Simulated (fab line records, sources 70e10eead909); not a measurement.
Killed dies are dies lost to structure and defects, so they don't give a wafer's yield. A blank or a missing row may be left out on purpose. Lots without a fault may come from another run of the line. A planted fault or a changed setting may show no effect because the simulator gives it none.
Which tool did it? | flow nand_harc | 24 lots, 72 wafers sampled, at 6 steps of a route of 1159

WHAT THE GAUGES READ, wafer by wafer
NHARC_P_M0_OVL_MEAS_10: pitch 180 nm.
lot  | measured     | on         | overlay_x_nm (nm) | overlay_y_nm (nm)
L074 | day 5 17:02  | overlay-01 | -1.5 -1.8 -1.2    | -0.1 -0.2 -0.5
L075 | day 5 20:45  | overlay-01 | -1.9 -2.3 -2.5    | -0.7 -0.4 -0.9
L076 | day 6 06:41  | overlay-02 | 0.8 0.0 -0.2      | -0.7 -0.7 -1.0
L077 | day 6 10:17  | overlay-01 | -1.7 -1.4 -1.5    | -2.1 -1.6 -1.9
L079 | day 6 23:34  | overlay-01 | -0.7 -0.7 -0.8    | 0.2 -0.3 0.2
L078 | day 7 00:14  | overlay-02 | 0.4 0.0 0.4       | 0.8 1.2 0.6
L080 | day 7 13:20  | overlay-02 | 0.9 0.7 1.3       | 0.9 1.3 0.8
L081 | day 7 13:53  | overlay-02 | 0.0 -0.6 -0.3     | 0.1 -0.4 0.1
L084 | day 7 22:36  | overlay-02 | 0.4 0.6 1.1       | 1.1 0.9 0.7
L083 | day 8 02:01  | overlay-02 | -1.6 -1.2 -0.8    | -1.9 -1.3 -1.6
L082 | day 8 03:17  | overlay-01 | 0.5 0.3 0.5       | -0.1 -0.3 -0.1
L087 | day 9 03:35  | overlay-02 | -0.4 -0.3 -0.6    | 0.2 0.2 -0.1
L088 | day 9 09:52  | overlay-01 | -1.4 -2.4 -1.4    | 1.4 1.0 1.1
L085 | day 9 10:25  | overlay-01 | 1.1 1.2 0.8       | -0.9 -1.0 -1.3
L086 | day 9 11:12  | overlay-02 | -0.5 0.3 0.7      | 0.0 1.0 0.3
L089 | day 9 13:59  | overlay-02 | 0.2 -0.2 0.7      | -0.8 0.0 -0.8
L090 | day 9 20:44  | overlay-02 | -0.8 -0.7 -0.7    | 0.2 -0.2 0.5
L092 | day 9 22:46  | overlay-01 | 2.9 2.5 2.8       | -0.4 -0.2 0.0
L091 | day 9 23:36  | overlay-02 | 0.0 0.2 0.0       | 0.0 -0.1 0.0
L093 | day 10 11:11 | overlay-02 | 0.0 -0.6 -0.3     | 0.0 0.2 0.7
L094 | day 10 17:16 | overlay-02 | 0.6 0.1 0.3       | 0.1 -0.7 0.0
L096 | day 11 02:02 | overlay-02 | -0.5 -0.4 -1.0    | 1.4 1.3 1.7
L095 | day 11 03:01 | overlay-02 | 0.8 0.6 1.0       | 0.9 0.2 0.7
L097 | day 11 06:38 | overlay-01 | -0.4 -0.6 -0.4    | 1.2 0.9 1.0

NHARC_P_M1_OVL_MEAS_10: pitch 260 nm.
lot  | measured     | on         | overlay_x_nm (nm) | overlay_y_nm (nm)
L074 | day 5 21:32  | overlay-02 | -1.7 -1.4 -0.9    | -0.8 -0.7 -1.0
L075 | day 6 01:20  | overlay-02 | -0.4 -0.6 -1.1    | 0.0 1.1 0.6
L076 | day 6 10:43  | overlay-02 | 1.7 1.2 1.1       | -0.3 -0.6 -0.8
L077 | day 6 14:22  | overlay-02 | -0.5 -0.8 -1.0    | -0.3 0.0 -0.3
L079 | day 7 03:35  | overlay-02 | -0.3 -0.3 -0.3    | 1.0 1.2 0.9
L078 | day 7 04:23  | overlay-02 | 3.1 2.6 2.2       | -0.2 -1.2 -0.5
L080 | day 7 17:26  | overlay-02 | -1.4 -1.8 -1.2    | -0.6 -0.8 -0.4
L081 | day 7 18:04  | overlay-01 | 1.6 0.8 1.2       | -0.8 0.2 -0.3
L084 | day 8 02:37  | overlay-01 | 0.8 0.9 0.4       | 1.0 0.8 1.0
L083 | day 8 06:24  | overlay-01 | 0.7 0.3 -0.2      | -0.3 -0.2 -0.1
L082 | day 8 07:31  | overlay-01 | 0.5 0.2 0.4       | -0.3 0.7 0.6
L087 | day 9 07:38  | overlay-01 | 0.7 0.8 0.7       | 0.5 -0.3 -0.3
L088 | day 9 13:49  | overlay-01 | -0.3 -0.6 -0.2    | 0.5 1.1 1.0
L085 | day 9 14:43  | overlay-01 | -0.9 -1.0 -0.2    | 1.3 0.9 0.7
L086 | day 9 15:25  | overlay-01 | -0.5 -0.1 -0.3    | 0.0 -0.5 -0.4
L089 | day 9 18:08  | overlay-02 | 1.7 1.4 1.5       | 0.2 0.1 -0.3
L090 | day 10 00:39 | overlay-01 | -0.7 -0.5 -0.2    | -0.8 -0.7 -0.6
L092 | day 10 02:47 | overlay-02 | -0.4 -0.6 -0.4    | -0.3 0.2 -0.4
L091 | day 10 03:40 | overlay-02 | -0.1 -0.3 0.2     | 0.1 -0.3 0.3
L093 | day 10 15:32 | overlay-02 | -0.4 -1.3 -1.5    | -1.5 -0.7 -1.0
L094 | day 10 21:19 | overlay-02 | -0.1 -0.9 -1.1    | 0.1 0.0 0.0
L096 | day 11 06:05 | overlay-02 | -1.1 -0.1 -0.8    | 0.2 -0.3 -0.1
L095 | day 11 06:55 | overlay-02 | -0.2 -0.6 -0.1    | 0.2 -0.6 -0.5
L097 | day 11 10:44 | overlay-02 | -0.1 -0.9 -0.4    | 0.2 -0.1 0.1

WHICH TOOL RAN EACH LOT (tool, then ch and the chambers of the sampled wafers, then the start)
lot  | NHARC_P_GATE_STRIP_75                | NHARC_P_CONTACT_ETCH_18                       | NHARC_P_CONTACT_DEGAS_38     | NHARC_P_M0_ETCH_15
L074 | plasma_asher-02 ch 0,1, day 5 04:53  | rie_diel-12 ch 0,1,3, day 5 14:27 or earlier  | pvd_sputter-02, day 5 14:27  | rie_diel-09 ch 0,2,3, day 5 21:32 or earlier
L075 | plasma_asher-02 ch 0,1, day 5 05:15  | rie_diel-12 ch 0,1,3, day 5 15:32 or earlier  | pvd_sputter-02, day 5 15:32  | rie_diel-09 ch 1,2,3, day 6 01:20 or earlier
L076 | plasma_asher-02 ch 1, day 5 17:28    | rie_diel-06 ch 0,3, day 6 02:22 or earlier    | pvd_sputter-02, day 6 02:22  | rie_diel-09 ch 1,2, day 6 10:43 or earlier
L077 | plasma_asher-01 ch 0,1, day 5 19:36  | rie_diel-06 ch 0,1,2, day 6 05:25 or earlier  | pvd_sputter-03, day 6 05:25  | rie_diel-01 ch 0,3, day 6 14:22 or earlier
L079 | plasma_asher-02 ch 0,1, day 6 08:46  | rie_diel-12 ch 2,3, day 6 17:46 or earlier    | pvd_sputter-03, day 6 17:46  | rie_diel-05 ch 0,1,3, day 7 03:35 or earlier
L078 | plasma_asher-01 ch 1, day 6 09:13    | rie_diel-06 ch 0,2, day 6 18:31 or earlier    | pvd_sputter-01, day 6 18:31  | rie_diel-05 ch 1,2,3, day 7 04:23 or earlier
L080 | plasma_asher-01 ch 0, day 6 22:14    | rie_diel-12 ch 1,2,3, day 7 07:21 or earlier  | pvd_sputter-01, day 7 07:21  | rie_diel-09 ch 0,1,3, day 7 17:26 or earlier
L081 | plasma_asher-02 ch 0,1, day 6 22:25  | rie_diel-06 ch 1,2,3, day 7 07:34 or earlier  | pvd_sputter-03, day 7 07:34  | rie_diel-05 ch 0,1,2, day 7 18:04 or earlier
L084 | plasma_asher-01 ch 0,1, day 7 10:25  | rie_diel-06 ch 0,1,2, day 7 19:38 or earlier  | pvd_sputter-03, day 7 19:38  | rie_diel-01 ch 0,1, day 8 02:37 or earlier
L083 | plasma_asher-02 ch 0,1, day 7 10:38  | rie_diel-12 ch 0,3, day 7 20:05 or earlier    | pvd_sputter-02, day 7 20:05  | rie_diel-01 ch 0,1,2, day 8 06:24 or earlier
L082 | plasma_asher-02 ch 0,1, day 7 11:43  | rie_diel-06 ch 2,3, day 7 20:57 or earlier    | pvd_sputter-03, day 7 20:57  | rie_diel-01 ch 0,1,3, day 8 07:31 or earlier
L087 | plasma_asher-02 ch 0,1, day 8 12:14  | rie_diel-12 ch 2,3, day 8 21:07 or earlier    | pvd_sputter-02, day 8 21:07  | rie_diel-09 ch 0,2,3, day 9 07:38 or earlier
L088 | plasma_asher-01 ch 0,1, day 8 13:31  | rie_diel-12 ch 1,3, day 8 23:04 or earlier    | pvd_sputter-03, day 8 23:04  | rie_diel-09 ch 0,3, day 9 13:49 or earlier
L085 | plasma_asher-01 ch 0,1, day 8 14:48  | rie_diel-02 ch 0,1,2, day 9 00:05 or earlier  | pvd_sputter-01, day 9 00:05  | rie_diel-05 ch 0,1,2, day 9 14:43 or earlier
L086 | plasma_asher-01 ch 0,1, day 8 19:20  | rie_diel-12 ch 0,1,3, day 9 04:32 or earlier  | pvd_sputter-02, day 9 04:32  | rie_diel-01 ch 1,2,3, day 9 15:25 or earlier
L089 | plasma_asher-01 ch 0, day 9 02:00    | rie_diel-12 ch 0,2,3, day 9 11:30 or earlier  | pvd_sputter-02, day 9 11:30  | rie_diel-01 ch 0,1,3, day 9 18:08 or earlier
L090 | plasma_asher-01 ch 0,1, day 9 06:55  | rie_diel-02 ch 1,2,3, day 9 16:10 or earlier  | pvd_sputter-03, day 9 16:10  | rie_diel-05 ch 1,2,3, day 10 00:39 or earlier
L092 | plasma_asher-01 ch 0,1, day 9 11:04  | rie_diel-06 ch 1,2,3, day 9 20:16 or earlier  | pvd_sputter-03, day 9 20:16  | rie_diel-05 ch 0,1,3, day 10 02:47 or earlier
L091 | plasma_asher-02 ch 0,1, day 9 11:17  | rie_diel-02 ch 1,2,3, day 9 21:02 or earlier  | pvd_sputter-01, day 9 21:02  | rie_diel-09 ch 0,1,2, day 10 03:40 or earlier
L093 | plasma_asher-01 ch 0,1, day 9 20:42  | rie_diel-12 ch 0,1,2, day 10 06:26 or earlier | pvd_sputter-01, day 10 06:26 | rie_diel-01 ch 0,3, day 10 15:32 or earlier
L094 | plasma_asher-01 ch 0,1, day 10 03:50 | rie_diel-06 ch 0,1,2, day 10 13:07 or earlier | pvd_sputter-03, day 10 13:07 | rie_diel-09 ch 0,1, day 10 21:19 or earlier
L096 | plasma_asher-01 ch 0,1, day 10 14:35 | rie_diel-12 ch 1,2,3, day 10 23:40 or earlier | pvd_sputter-01, day 10 23:40 | rie_diel-09 ch 0,3, day 11 06:05 or earlier
L095 | plasma_asher-02 ch 0,1, day 10 14:50 | rie_diel-06 ch 1,2,3, day 11 00:31 or earlier | pvd_sputter-02, day 11 00:31 | rie_diel-09 ch 0,1,2, day 11 06:55 or earlier
L097 | plasma_asher-02 ch 0,1, day 10 19:11 | rie_diel-12 ch 2,3, day 11 04:17 or earlier   | pvd_sputter-02, day 11 04:17 | rie_diel-09 ch 0,1,2, day 11 10:44 or earlier
- NHARC_P_GATE_STRIP_75: strips in O2.
- NHARC_P_CONTACT_ETCH_18: etches the open film in C4F8/O2/Ar, target depth 481 nm, time 240.5 s.
- NHARC_P_CONTACT_DEGAS_38: time 60 s.
- NHARC_P_M0_ETCH_15: etches the open film in C4F8/Ar, target depth 150 nm, overetch 15 nm, time 82.5 s.

WHAT THE TOOLS THEMSELVES READ (means of the sampled wafers that have a number; where no wafer has one, the mark that the record gives instead)
NHARC_P_GATE_STRIP_75.
lot  | tool            | drypump_motor_current_A (A) | heater_power_w (W)
L074 | plasma_asher-02 | 5.58                        | 373
L075 | plasma_asher-02 | 5.53                        | 366
L076 | plasma_asher-02 | 5.26                        | 350
L077 | plasma_asher-01 | 5.60                        | 354
L079 | plasma_asher-02 | 5.55                        | 366
L078 | plasma_asher-01 | 5.84                        | 362
L080 | plasma_asher-01 | 5.17                        | 349
L081 | plasma_asher-02 | 5.53                        | 368
L084 | plasma_asher-01 | 5.38                        | 352
L083 | plasma_asher-02 | 5.54                        | 365
L082 | plasma_asher-02 | 5.55                        | 366
L087 | plasma_asher-02 | 5.54                        | 365
L088 | plasma_asher-01 | 5.39                        | 351
L085 | plasma_asher-01 | 5.39                        | 353
L086 | plasma_asher-01 | 5.40                        | 354
L089 | plasma_asher-01 | 5.18                        | 342
L090 | plasma_asher-01 | 5.61                        | 356
L092 | plasma_asher-01 | 5.60                        | 356
L091 | plasma_asher-02 | 5.42                        | 359
L093 | plasma_asher-01 | 5.40                        | 353
L094 | plasma_asher-01 | 5.60                        | 352
L096 | plasma_asher-01 | 5.38                        | 347
L095 | plasma_asher-02 | 5.40                        | 364
L097 | plasma_asher-02 | 5.56                        | 359

NHARC_P_CONTACT_ETCH_18.
lot  | tool        | oes_product_au (a.u.) | rf_vpp_V (V)
L074 | rie_diel-12 | 0.934                 | 978
L075 | rie_diel-12 | 0.945                 | 978
L076 | rie_diel-06 | 0.972                 | 976
L077 | rie_diel-06 | 0.921                 | 980
L079 | rie_diel-12 | 0.943                 | 972
L078 | rie_diel-06 | 0.977                 | 982
L080 | rie_diel-12 | 0.970                 | 976
L081 | rie_diel-06 | 0.949                 | 982
L084 | rie_diel-06 | 0.981                 | 981
L083 | rie_diel-12 | 0.958                 | 980
L082 | rie_diel-06 | 0.973                 | 984
L087 | rie_diel-12 | 0.976                 | 977
L088 | rie_diel-12 | 0.972                 | 971
L085 | rie_diel-02 | 0.967                 | 986
L086 | rie_diel-12 | 0.957                 | 977
L089 | rie_diel-12 | 0.969                 | 978
L090 | rie_diel-02 | 0.956                 | 979
L092 | rie_diel-06 | 0.964                 | 982
L091 | rie_diel-02 | 0.963                 | 979
L093 | rie_diel-12 | 0.970                 | 981
L094 | rie_diel-06 | 0.974                 | 979
L096 | rie_diel-12 | 0.945                 | 975
L095 | rie_diel-06 | 0.965                 | 981
L097 | rie_diel-12 | 0.968                 | 974

NHARC_P_CONTACT_DEGAS_38.
lot  | tool           | heater_power_w (W)
L074 | pvd_sputter-02 | 446
L075 | pvd_sputter-02 | 474
L076 | pvd_sputter-02 | 479
L077 | pvd_sputter-03 | 448
L079 | pvd_sputter-03 | 439
L078 | pvd_sputter-01 | 440
L080 | pvd_sputter-01 | 436
L081 | pvd_sputter-03 | 426
L084 | pvd_sputter-03 | 415
L083 | pvd_sputter-02 | 477
L082 | pvd_sputter-03 | 452
L087 | pvd_sputter-02 | 434
L088 | pvd_sputter-03 | 458
L085 | pvd_sputter-01 | 438
L086 | pvd_sputter-02 | 449
L089 | pvd_sputter-02 | 481
L090 | pvd_sputter-03 | 425
L092 | pvd_sputter-03 | 454
L091 | pvd_sputter-01 | 398
L093 | pvd_sputter-01 | 436
L094 | pvd_sputter-03 | 424
L096 | pvd_sputter-01 | 438
L095 | pvd_sputter-02 | 523
L097 | pvd_sputter-02 | 460

NHARC_P_M0_ETCH_15.
lot  | tool        | oes_product_au (a.u.) | rf_vpp_V (V)
L074 | rie_diel-09 | 0.951                 | 438.9
L075 | rie_diel-09 | 0.962                 | 438.2
L076 | rie_diel-09 | 0.963                 | 437.9
L077 | rie_diel-01 | 0.911                 | 438.5
L079 | rie_diel-05 | 0.922                 | 440.5
L078 | rie_diel-05 | 0.927                 | 439.3
L080 | rie_diel-09 | 0.956                 | 438.3
L081 | rie_diel-05 | 0.940                 | 440.9
L084 | rie_diel-01 | 0.966                 | 438.0
L083 | rie_diel-01 | 0.971                 | 439.8
L082 | rie_diel-01 | 0.930                 | 439.5
L087 | rie_diel-09 | 0.960                 | 438.6
L088 | rie_diel-09 | 0.972                 | 437.6
L085 | rie_diel-05 | 0.959                 | 441.6
L086 | rie_diel-01 | 0.971                 | 440.8
L089 | rie_diel-01 | 0.974                 | 438.7
L090 | rie_diel-05 | 0.967                 | 439.2
L092 | rie_diel-05 | 0.959                 | 440.8
L091 | rie_diel-09 | 0.954                 | 439.2
L093 | rie_diel-01 | 0.966                 | 439.1
L094 | rie_diel-09 | 0.922                 | 438.6
L096 | rie_diel-09 | 0.967                 | 437.5
L095 | rie_diel-09 | 0.969                 | 438.9
L097 | rie_diel-09 | 0.973                 | 438.3

THE ANSWER, worked out from the rows above alone
Rule: what is usual is taken from the lots themselves. Put in order of their means at a reading, lots are off if they are a third of the lots or fewer, leave a main group of 4 or more, and stand apart from it by a gap of 3 or more times the standard deviation of the main group's means; of several such gaps the widest counts. A main group whose means are all the same, to the digits that the tables above print for the reading, isn't used. A lot without any number at a reading at which 4 lots or more have one is off too. The other lots that the step has rows for count as sound. The gauges are gone through in route order, then the tools' own readings, and for those a lot's mean is taken as printed above. The first step at which some lot is off is used, and at that step the reading that is off furthest; a lot without a number counts as furthest.
No lot is off at any reading shown: from this, nothing can be told.

WHAT THE SIMULATOR HAD PUT IN
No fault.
